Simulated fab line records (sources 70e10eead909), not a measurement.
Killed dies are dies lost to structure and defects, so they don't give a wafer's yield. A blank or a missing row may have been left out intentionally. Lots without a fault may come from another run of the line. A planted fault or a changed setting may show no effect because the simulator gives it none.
fab line records    flow nandHarc    part 2 of 2: steps 23 to 33 of 33
[record] lots = 5  wafers = 15  lastDay = 33
route steps=1302 shown P_M1@289 P_M2@318
lots untouched by any fault: they come from a run of this same line in which no faults occurred
startH: hours from the record's first day to the start of the lot's first wafer shown    waitH: hours elapsed since this lot's preceding step    " the same as in the row above    L1.1+2: several wafers, shown together as one row    - value missing, or start not given    * or withheld: withheld    < > ~ a bound
route shown NAME@n: names a module that has steps shown in the file, with the first one's number in the route    usual: the fault-free wafers' mean and standard deviation    same: alike in all rows    chamber/n: place in a boat    sites: each site's reading    _std_site: their standard deviation    _edge_site: inner sites' mean taken away from outer sites' mean    radiusMm: for every site, how far away it sits from the centre of the wafer    mask NAME#n: copy n    behind: tool/chamber where the wafer was last shaped    hold: cause of the lot's hold/its duration in hours/its outcome    device: which transistor (n, p or np) failed to switch    end of line: the tests these same wafers got at the end of their route    step lacking rows: just its recipe    killed: dies lost to structure and defects at the first sort, not the wafer's yield    map: dies across one wafer; x = killed, . = not, _ = none there
set.NAME: the run value of the setting; set.NAME@STEP: its run value at that earlier step    model.NAME: the simulator's own value behind a step, which no gauge read
lots seen at some steps along the route; tables by step, rows by wafer
services: from which hour (startH, from the record's first day; less than 0 if before it) a tool's chamber was out of use, for how many hours, and why
[[steps]]
[step NHARC_P_M1_CMP_23]
[recipe] tOverpolishS = 20  targetThkNm = 157.82
[usual] motorCurrentA = 11.6/0.96  timeToEndpointS = 27.8/2.6
[same] tOverpolishS = 20
lot.wafer  tool    chamber  startH  waitH  motorCurrentA  timeToEndpointS
L085.2     cmp-02  3        246.75  -      11.8           29.3
L085.1     "       1        "       "      11.3           30.4
L085.6     "       3        "       "      11.3           31.2
L087.1     cmp-03  1        258.01  -      10.5           22.0
L087.4     "       2        "       "      11.2           26.1
L087.2     "       3        "       "      10.4           27.1
L090.4     cmp-02  2        288.70  -      11.9           28.6
L090.1     "       3        "       "      11.7           29.2
L090.5     "       1        "       "      11.6           26.8
L093.4     cmp-02  3        311.07  -      11.3           28.2
L093.3     "       0        "       "      11.1           24.9
L093.2     "       1        "       "      11.1           25.2
L097.1     cmp-02  0        359.26  -      11.6           26.1
L097.4     "       1        "       "      10.7           26.4
L097.5     "       3        "       "      11.3           27.7
[step NHARC_P_M1_THK_MEAS_24]
[recipe] thkMeasGauge = xrf
[usual] thkNm = 157.6/1.4
lot.wafer  tool          chamber  startH  waitH  thkNm
L085.1     filmMetro-02  -        247.06  -      157.8
L085.2     "             -        "       "      157.0
L085.6     "             -        "       "      160.0
L087.1     filmMetro-01  -        258.33  -      155.4
L087.2     "             -        "       "      155.7
L087.4     "             -        "       "      158.1
L090.1     filmMetro-01  -        288.96  -      160.9
L090.4     "             -        "       "      158.2
L090.5     "             -        "       "      157.5
L093.2     filmMetro-02  -        311.38  -      155.8
L093.3     "             -        "       "      157.0
L093.4     "             -        "       "      157.7
L097.1     filmMetro-02  -        359.54  -      157.6
L097.4     "             -        "       "      156.8
L097.5     "             -        "       "      158.1
[step NHARC_P_M1_SRD_25]
lot.wafer   tool         chamber  startH  waitH
L085.2+6+1  wetBench-10  5,6,7    247.12  0.1
L087.1+2+4  wetBench-10  2,4,5    258.37  0.0
L090.4+1+5  wetBench-08  2,3,5    289.00  0.0
L093.2+4+3  wetBench-08  7,2,3    311.42  0.0
L097.5+4+1  wetBench-08  5,7,0    359.59  0.0
[step NHARC_P_M1_INSPECT_27]
[usual] rawDefectCount = 291/110
lot.wafer  tool              chamber  startH  waitH  rawDefectCount
L085.1     defectInspect-01  -        247.22  0.0    526
L085.2     "                 -        "       "      493
L085.6     "                 -        "       "      434
L087.1     defectInspect-02  -        258.48  0.0    291
L087.2     "                 -        "       "      376
L087.4     "                 -        "       "      281
L090.1     defectInspect-02  -        289.12  0.0    356
L090.4     "                 -        "       "      361
L090.5     "                 -        "       "      245
L093.2     defectInspect-01  -        311.54  0.0    305
L093.3     "                 -        "       "      249
L093.4     "                 -        "       "      159
L097.1     defectInspect-02  -        359.70  0.0    550
L097.4     "                 -        "       "      410
L097.5     "                 -        "       "      289
[step NHARC_P_M1_PRE_CLEAN_32]
[recipe] timeS = 12  tempC = 370  rfPowerW = 300  gas = NH3
[usual] heaterPowerOuterW = 390/68  heaterPowerW = 633/90  rfFwdPowerW = 292.5/0.93
lot.wafer  tool      chamber  startH  waitH  heaterPowerOuterW  heaterPowerW  rfFwdPowerW
L085.1     pecvd-03  0        247.30  0.1    498                767           292.3
L085.2     "         1        "       "      315                536           291.9
L085.6     "         2        "       "      446                693           293.5
L087.2     pecvd-03  0        258.55  0.1    499                786           291.4
L087.1     "         1        "       "      393                601           291.6
L087.4     "         1        "       "      403                624           292.7
L090.1     pecvd-01  0        289.21  0.1    462                732           293.0
L090.5     "         2        "       "      257                455           292.4
L090.4     "         0        "       "      451                736           292.4
L093.3     pecvd-03  0        311.60  0.1    462                721           293.0
L093.2     "         2        "       "      417                686           293.4
L093.4     "         2        "       "      429                688           292.6
L097.1     pecvd-04  2        359.77  0.1    344                609           294.6
L097.5     "         2        "       "      347                592           292.6
L097.4     "         1        "       "      332                600           293.3
[step NHARC_P_M1_DEP_33]
[recipe] targetThkA = 300  tempC = 370  targetThkNm = 30  pressureTorr = 3  flowSccm = 200  rfW = 450  material = SiCN
[usual] heaterPowerOuterW = 353/67  heaterPowerW = 584/89  rfFwdPowerW = 449.2/1.3
lot.wafer  tool      chamber  startH  waitH  heaterPowerOuterW  heaterPowerW  rfFwdPowerW
L085.1     pecvd-03  0        247.41  0.1    451                738           451.1
L085.2     "         1        "       "      322                512           449.2
L085.6     "         2        "       "      365                602           448.8
L087.2     pecvd-03  0        258.63  0.1    490                781           447.2
L087.1     "         1        "       "      282                461           449.2
L087.4     "         1        "       "      278                463           450.5
L090.1     pecvd-01  0        289.35  0.1    408                653           451.0
L090.5     "         2        "       "      254                461           449.2
L090.4     "         0        "       "      418                683           448.7
L093.3     pecvd-03  0        311.68  0.1    483                767           452.0
L093.2     "         2        "       "      352                568           449.8
L093.4     "         2        "       "      342                562           451.8
L097.1     pecvd-04  2        359.84  0.1    293                532           449.5
L097.5     "         2        "       "      293                545           451.3
L097.4     "         1        "       "      341                597           448.8
[step NHARC_P_M2_DEP_00]
[recipe] targetThkA = 1825  targetThkNm = 182.5  tempC = withheld  pressureTorr = 5  flowSccm = 200  rfW = 600  material = SiOC
[usual] rfFwdPowerW = 598.8/1.8
lot.wafer  tool      chamber  startH  waitH  rfFwdPowerW
L085.1     pecvd-01  0        247.83  -      595.6
L085.2     "         1        "       "      600.5
L085.6     "         0        "       "      597.4
L087.1     pecvd-01  0        259.09  -      600.8
L087.2     "         1        "       "      597.5
L087.4     "         2        "       "      599.1
L090.1     pecvd-03  0        289.73  -      598.5
L090.4     "         2        "       "      598.1
L090.5     "         1        "       "      599.9
L093.2     pecvd-03  0        -       -      598.8
L093.3     "         1        "       "      598.7
L093.4     "         1        "       "      599.7
L097.1     pecvd-03  2        360.35  -      599.6
L097.5     "         0        "       "      599.1
L097.4     "         2        "       "      598.3
[step NHARC_P_M2_DEHYDRATE_01]
[recipe] tempC = 150  timeS = 120
[usual] exhaustPa = 45.1/0.87
lot.wafer  tool           chamber  startH  waitH  exhaustPa
L085.1     lithoTrack-06  0        248.19  -      46.5
L085.2     "              0        "       "      43.9
L085.6     "              0        "       "      44.5
L087.1     lithoTrack-01  0        259.45  -      44.8
L087.2     "              0        "       "      45.6
L087.4     "              0        "       "      46.5
L090.1     lithoTrack-06  0        290.09  -      46.2
L090.4     "              0        "       "      45.3
L090.5     "              0        "       "      45.7
L093.2     lithoTrack-04  0        312.49  -      45.6
L093.3     "              0        "       "      46.1
L093.4     "              0        "       "      45.0
L097.1     lithoTrack-04  0        360.66  -      45.7
L097.4     "              0        "       "      43.3
L097.5     "              0        "       "      44.6
[step NHARC_P_M2_HMDS_02]
[recipe] timeS = 30
[usual] exhaustPa = 45.0/0.91
lot.wafer  tool           chamber  startH  waitH  exhaustPa
L085.1     lithoTrack-06  0        -       -      45.7
L085.2     "              0        "       "      45.5
L085.6     "              0        "       "      46.2
L087.1     lithoTrack-01  0        -       -      44.4
L087.2     "              0        "       "      43.1
L087.4     "              0        "       "      45.1
L090.1     lithoTrack-06  0        -       -      44.8
L090.4     "              0        "       "      44.1
L090.5     "              0        "       "      44.5
L093.2     lithoTrack-04  0        -       -      45.8
L093.3     "              0        "       "      44.7
L093.4     "              0        "       "      45.1
L097.1     lithoTrack-04  0        -       -      45.9
L097.4     "              0        "       "      43.9
L097.5     "              0        "       "      44.1
[step NHARC_P_M2_COAT_34]
[recipe] tempC = 200  timeS = 65
[usual] exhaustPa = 45.2/0.75
lot.wafer  tool           chamber  startH  waitH  exhaustPa
L085.1     lithoTrack-06  0        -       -      45.9
L085.2     "              0        "       "      46.0
L085.6     "              0        "       "      45.6
L087.1     lithoTrack-01  0        -       -      45.7
L087.2     "              0        "       "      45.4
L087.4     "              0        "       "      45.8
L090.1     lithoTrack-06  0        -       -      45.2
L090.4     "              0        "       "      44.7
L090.5     "              0        "       "      43.1
L093.2     lithoTrack-04  0        -       -      44.7
L093.3     "              0        "       "      46.2
L093.4     "              0        "       "      43.4
L097.1     lithoTrack-04  0        -       -      44.5
L097.4     "              0        "       "      45.3
L097.5     "              0        "       "      45.5
[step NHARC_P_M2_COAT_03]
[recipe] spinRpm = 1500  resistThkNm = 90
[usual] exhaustPa = 45.0/0.92  spinSpeedRpm = 1499.9/1
lot.wafer  tool           chamber  startH  waitH  exhaustPa  spinSpeedRpm
L085.1     lithoTrack-06  0        -       -      44.4       1501.7
L085.2     "              0        "       "      45.0       1499.3
L085.6     "              0        "       "      45.7       1500.3
L087.1     lithoTrack-01  0        -       -      44.6       1498.4
L087.2     "              0        "       "      45.7       1499.2
L087.4     "              0        "       "      45.1       1500.1
L090.1     lithoTrack-06  0        -       -      45.1       1498.7
L090.4     "              0        "       "      45.7       1499.3
L090.5     "              0        "       "      44.5       1499.8
L093.2     lithoTrack-04  0        -       -      44.8       1501.8
L093.3     "              0        "       "      45.6       1499.9
L093.4     "              0        "       "      45.1       1499.0
L097.1     lithoTrack-04  0        -       -      44.9       1497.7
L097.4     "              0        "       "      46.9       1498.6
L097.5     "              0        "       "      44.6       1500.0
[[services]]
tool            chamber  startH  hours  kind
ecdCu-02        -        220.88  0.4    repair
pvdSputter-01   -        226.00  10.0   pm
cmp-02          -        232.50  4.0    pm
ecdCu-02        -        244.00  8.0    pm
rieDiel-11      -        255.50  9.0    pm
cmp-02          -        260.38  0.3    repair
rieDiel-11      1        275.12  7.7    repair
pvdSputter-02   -        282.00  10.0   pm
pvdSputter-03   -        290.47  0.6    repair
arfiScanner-03  -        291.77  7.0    repair
wetBench-08     -        294.40  8.0    pm
rieDiel-08      1        300.44  2.5    repair
cmp-02          -        306.59  4.2    repair
pecvd-01        2        308.65  4.2    repair
arfiScanner-03  -        311.13  0.7    repair
wetBench-10     -        311.20  8.0    pm
pecvd-01        -        311.45  13.0   pm
arfiScanner-03  -        320.40  0.9    repair
lithoTrack-01   -        330.00  7.0    pm
cmp-02          -        330.50  4.0    pm
pvdSputter-03   -        344.22  1.5    repair
pvdSputter-03   -        348.03  10.0   pm
lithoTrack-06   -        354.00  7.0    pm
rieDiel-08      -        356.37  1.3    repair
